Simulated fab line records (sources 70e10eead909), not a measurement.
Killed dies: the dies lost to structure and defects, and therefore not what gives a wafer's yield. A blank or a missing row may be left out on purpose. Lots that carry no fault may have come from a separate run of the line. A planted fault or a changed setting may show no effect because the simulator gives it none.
Chamber matching / flow nand-harc / rie-diel-03 running NHARC_A_STAIRCASE_DESCUM_443: 4 sister chambers
The step chemistry O2, time 3 s. 18 wafers are shown with their chamber, then 9 later ones without.

== EACH WAFER AND ITS CHAMBER ==
wafer=L078.1; chamber=3; drypump-motor-current-A (A)=6.0; showerhead-plenum-p-Torr (Torr)=1.89; oes-product-au (a.u.)=1.012
wafer=L078.4; chamber=1; drypump-motor-current-A (A)=4.9; showerhead-plenum-p-Torr (Torr)=1.95; oes-product-au (a.u.)=1.000
wafer=L078.6; chamber=0; drypump-motor-current-A (A)=5.1; showerhead-plenum-p-Torr (Torr)=1.90; oes-product-au (a.u.)=1.010
wafer=L079.3; chamber=3; drypump-motor-current-A (A)=6.1; showerhead-plenum-p-Torr (Torr)=1.89; oes-product-au (a.u.)=1.020
wafer=L079.4; chamber=0; drypump-motor-current-A (A)=5.1; showerhead-plenum-p-Torr (Torr)=1.89; oes-product-au (a.u.)=1.006
wafer=L079.6; chamber=2; drypump-motor-current-A (A)=5.2; showerhead-plenum-p-Torr (Torr)=1.97; oes-product-au (a.u.)=1.012
wafer=L085.2; chamber=3; drypump-motor-current-A (A)=6.1; showerhead-plenum-p-Torr (Torr)=1.88; oes-product-au (a.u.)=1.022
wafer=L085.3; chamber=2; drypump-motor-current-A (A)=5.2; showerhead-plenum-p-Torr (Torr)=1.96; oes-product-au (a.u.)=1.028
wafer=L085.6; chamber=3; drypump-motor-current-A (A)=6.1; showerhead-plenum-p-Torr (Torr)=1.88; oes-product-au (a.u.)=1.029
wafer=L087.1; chamber=3; drypump-motor-current-A (A)=6.0; showerhead-plenum-p-Torr (Torr)=1.88; oes-product-au (a.u.)=1.026
wafer=L087.5; chamber=0; drypump-motor-current-A (A)=5.1; showerhead-plenum-p-Torr (Torr)=1.89; oes-product-au (a.u.)=1.019
wafer=L087.6; chamber=3; drypump-motor-current-A (A)=6.0; showerhead-plenum-p-Torr (Torr)=1.88; oes-product-au (a.u.)=1.024
wafer=L083.4; chamber=3; drypump-motor-current-A (A)=6.1; showerhead-plenum-p-Torr (Torr)=1.88; oes-product-au (a.u.)=1.018
wafer=L083.5; chamber=3; drypump-motor-current-A (A)=6.0; showerhead-plenum-p-Torr (Torr)=1.88; oes-product-au (a.u.)=1.017
wafer=L083.6; chamber=0; drypump-motor-current-A (A)=5.1; showerhead-plenum-p-Torr (Torr)=1.89; oes-product-au (a.u.)=1.013
wafer=L088.1; chamber=3; drypump-motor-current-A (A)=6.0; showerhead-plenum-p-Torr (Torr)=1.88; oes-product-au (a.u.)=1.018
wafer=L088.2; chamber=2; drypump-motor-current-A (A)=5.2; showerhead-plenum-p-Torr (Torr)=1.96; oes-product-au (a.u.)=0.999
wafer=L088.4; chamber=0; drypump-motor-current-A (A)=5.1; showerhead-plenum-p-Torr (Torr)=1.89; oes-product-au (a.u.)=1.017

SIGNATURES (averages over the wafers above)
reading=drypump-motor-current-A; chamber 0=5.100; chamber 1=4.900; chamber 2=5.200; chamber 3=6.044; scatter within a chamber=0.0398
reading=showerhead-plenum-p-Torr; chamber 0=1.8920; chamber 1=1.9500; chamber 2=1.9633; chamber 3=1.8822; scatter within a chamber=0.00465
reading=oes-product-au; chamber 0=1.01300; chamber 1=1.00000; chamber 2=1.01300; chamber 3=1.02067; scatter within a chamber=0.0073
Rule: a wafer lies at a distance from a chamber equal to the root of the sum of squares, over the readings, of (its reading less the chamber's mean, divided by the reading's scatter). If the next closest chamber is less than 2 further off than the closest, the wafer can't be placed; otherwise it belongs to the closest. The scatter: the root of (the sum of the squares of (reading less its chamber's mean) over the shown wafers, divided by (wafers less chambers)).

== WAFERS MISSING THEIR CHAMBER ==
wafer=L093.1; drypump-motor-current-A (A)=5.1; showerhead-plenum-p-Torr (Torr)=1.89; oes-product-au (a.u.)=0.993
wafer=L093.2; drypump-motor-current-A (A)=6.0; showerhead-plenum-p-Torr (Torr)=1.88; oes-product-au (a.u.)=1.015
wafer=L093.3; drypump-motor-current-A (A)=4.9; showerhead-plenum-p-Torr (Torr)=1.94; oes-product-au (a.u.)=1.009
wafer=L094.1; drypump-motor-current-A (A)=5.2; showerhead-plenum-p-Torr (Torr)=1.96; oes-product-au (a.u.)=1.005
wafer=L094.2; drypump-motor-current-A (A)=4.9; showerhead-plenum-p-Torr (Torr)=1.94; oes-product-au (a.u.)=0.997
wafer=L094.3; drypump-motor-current-A (A)=6.0; showerhead-plenum-p-Torr (Torr)=1.88; oes-product-au (a.u.)=1.004
wafer=L096.1; drypump-motor-current-A (A)=5.1; showerhead-plenum-p-Torr (Torr)=1.88; oes-product-au (a.u.)=0.994
wafer=L096.4; drypump-motor-current-A (A)=5.2; showerhead-plenum-p-Torr (Torr)=1.96; oes-product-au (a.u.)=1.003
wafer=L096.6; drypump-motor-current-A (A)=6.0; showerhead-plenum-p-Torr (Torr)=1.88; oes-product-au (a.u.)=1.011

== WHICH CHAMBER EACH WENT THROUGH ==
wafer=L093.1; from the rows above=0; in truth=0
wafer=L093.2; from the rows above=3; in truth=3
wafer=L093.3; from the rows above=1; in truth=1
wafer=L094.1; from the rows above=2; in truth=2
wafer=L094.2; from the rows above=1; in truth=1
wafer=L094.3; from the rows above=3; in truth=3
wafer=L096.1; from the rows above=0; in truth=0
wafer=L096.4; from the rows above=2; in truth=2
wafer=L096.6; from the rows above=3; in truth=3
Correct placement for 9 of the 9. Number that these rows cannot place: 0. Wrongly placed: 0.
